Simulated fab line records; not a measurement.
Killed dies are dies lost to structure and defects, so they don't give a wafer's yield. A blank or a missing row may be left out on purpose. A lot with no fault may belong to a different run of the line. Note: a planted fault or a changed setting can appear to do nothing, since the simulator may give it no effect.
Which tool did it? ; flow nand harc ; Sampling: 14 lots, 42 wafers, 2 of 1302 route steps

## WHAT EACH GAUGE READ, for each wafer
NHARC_P_M1_CD_MEAS_16.
lot;measured;on;cd nm (nm)
L637;day 6 09:06;cd sem-01;130.2 130.5 129.5
L638;day 6 14:56;cd sem-03;130.8 130.3 130.5
L639;day 7 03:23;cd sem-02;131.3 130.4 130.8
L640;day 7 17:48;cd sem-01;130.4 128.7 131.3
L641;day 7 23:56;cd sem-01;130.7 130.6 130.0
L642;day 8 14:16;cd sem-01;130.2 129.4 130.7
L643;day 8 16:34;cd sem-03;130.5 130.4 130.6
L645;day 9 23:56;cd sem-03;130.9 131.8 130.7
L646;day 10 04:50;cd sem-03;129.1 130.2 130.6
L650;day 12 06:49;cd sem-02;129.5 130.9 130.1
L653;day 12 19:01;cd sem-01;130.7 129.4 129.3
L655;day 13 21:34;cd sem-01;132.5 131.3 130.9
L656;day 14 06:06;cd sem-02;130.0 130.1 129.6
L660;day 16 00:05;cd sem-03;130.6 131.5 130.2

NHARC_P_M1_THK_MEAS_24: measures by xrf.
lot;measured;on;thk nm (nm)
L637;day 6 11:16;film metro-02;154.4 156.1 157.1
L638;day 6 17:04;film metro-01;154.2 159.7 156.5
L639;day 7 05:29;film metro-01;161.0 158.5 158.8
L640;day 7 19:55;film metro-02;159.1 157.6 157.6
L641;day 8 02:04;film metro-02;158.4 156.3 156.4
L642;day 8 16:22;film metro-01;157.1 159.9 158.0
L643;day 8 18:40;film metro-02;162.4 156.7 154.7
L645;day 10 02:03;film metro-01;157.0 156.9 157.7
L646;day 10 06:59;film metro-01;159.3 159.2 159.4
L650;day 12 08:56;film metro-02;158.8 159.1 157.2
L653;day 12 21:10;film metro-01;156.0 155.1 154.8
L655;day 13 23:43;film metro-02;156.6 153.5 155.7
L656;day 14 08:13;film metro-02;153.0 154.9 151.0
L660;day 16 02:13;film metro-02;157.7 157.4 160.1

## WHICH TOOL RAN EACH LOT (tool, then ch and the chambers of the sampled wafers, then the start)
The record shows no process step preceding these readings.

## AS READ BY THE TOOLS THEMSELVES (means over the sampled wafers that have a number; for cases with no such wafer, the mark the record gives instead)
The record holds no such reading with a usual standard deviation.

## THE ANSWER, worked out from the rows above alone
Rule: what is usual is taken from the lots themselves. The widest of any qualifying gaps counts: lots, ordered by their means at a reading, are off when they make up no more than a third of the lots, leave a main group of 4 or more, and stand apart from it by 3 or more times the standard deviation of that group's means. The tables above print the reading to a certain number of digits; a main group whose means all agree to those digits is not used. Also off: a lot with no number at a reading for which 4 or more lots have one. Where the step has rows for the other lots, those lots are counted as sound. First the gauges in route order, then the tools' own readings, where a lot's mean is used as printed above. The first step at which some lot is off is used, and at that step the reading that is off furthest; a lot without a number counts as furthest.
Across all readings shown, no lot is off: no conclusion can be drawn from this.

## WHAT THE SIMULATOR HAD PUT IN
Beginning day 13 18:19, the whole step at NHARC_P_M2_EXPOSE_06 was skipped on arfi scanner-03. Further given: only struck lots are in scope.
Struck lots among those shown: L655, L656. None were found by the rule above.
